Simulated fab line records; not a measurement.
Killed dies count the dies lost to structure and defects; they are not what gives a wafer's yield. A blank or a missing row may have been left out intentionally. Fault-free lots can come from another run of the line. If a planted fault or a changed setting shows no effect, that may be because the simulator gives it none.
Which tool was responsible? + flow nand_harc + 11 lots with 33 wafers sampled at 3 steps, on a route of 1302 steps

## WHAT THE GAUGES SHOWED, per wafer
NHARC_A_ONON_D1_THK_MEAS_18: measures by ellipsometry.
| lot  | measured     | on            | thk_nm (nm)    |
|------|--------------|---------------|----------------|
| L075 | day 8 14:58  | film_metro-02 | 1002 1002 1002 |
| L078 | day 9 20:06  | film_metro-02 | 1016 1017 1018 |
| L079 | day 10 14:13 | film_metro-01 | 1020 1022 1022 |
| L080 | day 11 00:16 | film_metro-02 | 990 989 989    |
| L083 | day 12 04:08 | film_metro-02 | 992 994 994    |
| L085 | day 13 00:14 | film_metro-02 | 988 988 988    |
| L087 | day 14 02:24 | film_metro-01 | 997 1000 1001  |
| L089 | day 14 07:14 | film_metro-01 | 996 998 997    |
| L091 | day 15 06:56 | film_metro-02 | 985 985 985    |
| L094 | day 16 08:11 | film_metro-02 | 999 1002 1001  |
| L096 | day 17 05:49 | film_metro-02 | 1001 1002 999  |

## WHICH TOOL RAN EACH LOT (tool, then ch and the chambers of the sampled wafers, then the start)
| lot  | NHARC_P_BONDPAD_DESCUM_11          | NHARC_P_BONDPAD_DEGAS_25     |
|------|------------------------------------|------------------------------|
| L075 | rie_diel-11 ch 0,3, day 7 01:59    | pvd_sputter-01, day 7 02:56  |
| L078 | rie_diel-05 ch 1,2, day 8 08:58    | pvd_sputter-02, day 8 09:54  |
| L079 | rie_diel-11 ch 0,2,3, day 8 22:09  | pvd_sputter-02, day 8 23:05  |
| L080 | rie_diel-08 ch 0,1, day 9 13:36    | pvd_sputter-02, day 9 14:32  |
| L083 | rie_diel-11 ch 0,1,2, day 10 09:31 | pvd_sputter-03, day 10 10:31 |
| L085 | rie_diel-08 ch 0,1, day 11 09:52   | pvd_sputter-03, day 11 10:51 |
| L087 | rie_diel-11 ch 0,2,3, day 12 12:45 | pvd_sputter-01, day 12 13:43 |
| L089 | rie_diel-05 ch 1,2,3, day 12 18:16 | pvd_sputter-01, day 12 19:13 |
| L091 | rie_diel-08 ch 0,2,3, day 13 19:38 | pvd_sputter-01, day 13 20:35 |
| L094 | rie_diel-11 ch 0,2, day 15 00:18   | pvd_sputter-03, day 15 01:17 |
| L096 | rie_diel-11 ch 1,2,3, day 15 20:01 | pvd_sputter-01, day 15 20:58 |
- NHARC_P_BONDPAD_DESCUM_11: chemistry O2, time 3 s.
- NHARC_P_BONDPAD_DEGAS_25: time 60 s.

## THE ANSWER, worked out from the rows above alone
Rule: the lots themselves supply what counts as usual. The widest of any qualifying gaps counts: lots, ordered by their means at a reading, are off when they make up no more than a third of the lots, leave a main group of 4 or more, and stand apart from it by 3 or more times the standard deviation of that group's means. Not used: any main group whose means are identical at the precision the tables above print for the reading. Also off: a lot with no number at a reading for which 4 or more lots have one. The other lots that the step has rows for count as sound.
Nothing can be told from this: no lot is off at any reading shown.

## WHAT THE SIMULATOR HAD INSERTED
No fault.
